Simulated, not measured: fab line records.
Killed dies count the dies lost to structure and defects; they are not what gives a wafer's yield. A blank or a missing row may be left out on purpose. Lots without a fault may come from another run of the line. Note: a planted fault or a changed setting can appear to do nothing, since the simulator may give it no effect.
What tool caused it? ; flow nand_harc ; Sampling: 6 lots, 18 wafers, 2 of 1159 route steps

## WHAT THE GAUGES READ, wafer by wafer
NHARC_P_ZERO_WELL_CD_MEAS_37: the cd target is 720 nm.
lot;measured;on;cd_nm (nm)
L127;day 1 22:08;cd_sem-02;721.1 720.0 721.7
L130;day 2 16:01;cd_sem-01;718.8 718.7 718.4
L133;day 3 10:07;cd_sem-03;718.9 719.9 719.0
L135;day 3 22:35;cd_sem-02;719.8 719.6 721.8
L146;day 6 16:11;cd_sem-02;719.5 719.4 719.5
L148;day 7 04:16;cd_sem-02;721.2 721.7 721.1

## EACH LOT AND THE TOOL THAT RAN IT (in order: tool; ch and the chambers of the sampled wafers; start)
lot;NHARC_P_ZERO_WELL_EXPOSE_34
L127;krf_scanner-04 ch 0, day 1 21:58
L130;krf_scanner-03 ch 0, day 2 15:52
L133;krf_scanner-04 ch 0, day 3 09:57
L135;krf_scanner-01 ch 0, day 3 22:26
L146;krf_scanner-01 ch 0, day 6 16:02
L148;krf_scanner-01 ch 0, day 7 04:07
- NHARC_P_ZERO_WELL_EXPOSE_34: exposes mask P PWELL, target cd 720 nm.

## THE ANSWER, worked out from the rows above alone
Rule: the lots themselves supply what counts as usual. The widest of any qualifying gaps counts: lots, ordered by their means at a reading, are off when they make up no more than a third of the lots, leave a main group of 4 or more, and stand apart from it by 3 or more times the standard deviation of that group's means. Not used: any main group whose means are identical at the precision the tables above print for the reading. A lot without any number at a reading at which 4 lots or more have one is off too. The other lots that the step has rows for count as sound.
None of the lots is off at any reading shown; this tells nothing.

## WHAT THE SIMULATOR PUT IN
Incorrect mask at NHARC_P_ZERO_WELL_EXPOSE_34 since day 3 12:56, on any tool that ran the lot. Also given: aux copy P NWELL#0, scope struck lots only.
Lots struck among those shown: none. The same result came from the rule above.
